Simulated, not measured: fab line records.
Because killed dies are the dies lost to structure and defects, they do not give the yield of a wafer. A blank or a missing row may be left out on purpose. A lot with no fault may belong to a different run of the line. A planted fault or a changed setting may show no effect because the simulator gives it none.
Matching of chambers / flow nand-harc / NHARC_P_M0_CMP_23 on cmp-01 has 4 sister chambers
The step polishes, t overpolish 20 s, target thk 117.54 nm. 8 wafers are shown with their chamber, then 9 later ones without.

== WAFERS WITH THEIR CHAMBER ==
wafer=L082.5; chamber=0; time-to-endpoint-s (s)=31; motor-current-A (A)=11.9
wafer=L082.6; chamber=3; time-to-endpoint-s (s)=27; motor-current-A (A)=12.1
wafer=L087.2; chamber=1; time-to-endpoint-s (s)=30; motor-current-A (A)=14.2
wafer=L087.3; chamber=2; time-to-endpoint-s (s)=34; motor-current-A (A)=12.6
wafer=L087.6; chamber=3; time-to-endpoint-s (s)=26; motor-current-A (A)=12.2
wafer=L089.3; chamber=2; time-to-endpoint-s (s)=37; motor-current-A (A)=12.4
wafer=L089.5; chamber=0; time-to-endpoint-s (s)=32; motor-current-A (A)=12.7
wafer=L089.6; chamber=1; time-to-endpoint-s (s)=33; motor-current-A (A)=13.6

== WAFERS WITH NO CHAMBER GIVEN ==
wafer=L088.3; time-to-endpoint-s (s)=31; motor-current-A (A)=14.2
wafer=L088.4; time-to-endpoint-s (s)=31; motor-current-A (A)=12.5
wafer=L088.6; time-to-endpoint-s (s)=30; motor-current-A (A)=13.1
wafer=L094.1; time-to-endpoint-s (s)=28; motor-current-A (A)=14.0
wafer=L094.3; time-to-endpoint-s (s)=25; motor-current-A (A)=13.0
wafer=L094.4; time-to-endpoint-s (s)=34; motor-current-A (A)=12.3
wafer=L095.3; time-to-endpoint-s (s)=27; motor-current-A (A)=12.4
wafer=L095.5; time-to-endpoint-s (s)=28; motor-current-A (A)=12.5
wafer=L095.6; time-to-endpoint-s (s)=27; motor-current-A (A)=13.2

== EACH ONE'S CHAMBER ==
wafer=L088.3; from the rows above=1; in truth=1
wafer=L088.4; from the rows above=0; in truth=0
wafer=L088.6; from the rows above=can't be placed: 0 or 1 or 3 or 2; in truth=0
wafer=L094.1; from the rows above=1; in truth=1
wafer=L094.3; from the rows above=3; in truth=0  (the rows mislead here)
wafer=L094.4; from the rows above=can't be placed: 2 or 0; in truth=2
wafer=L095.3; from the rows above=3; in truth=3
wafer=L095.5; from the rows above=can't be placed: 3 or 0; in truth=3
wafer=L095.6; from the rows above=can't be placed: 3 or 1 or 0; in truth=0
4 of 9 placed correctly. Unplaceable from these rows: 4, with the true chamber sitting among the candidates in 4. Number placed wrongly: 1.
How it was worked out, from the rows above alone: a wafer's distance from a chamber is the root of the sum, over the readings, of the square of ((its reading less the chamber's mean) divided by the reading's scatter). If the next closest chamber is less than 2 further off than the closest, the wafer can't be placed; otherwise it belongs to the closest. The mean given for a chamber averages the wafers shown for that chamber. How the scatter is found: for the shown wafers, subtract from each reading the mean of its chamber, square and add these, divide the total by (wafers less chambers), then take the root.
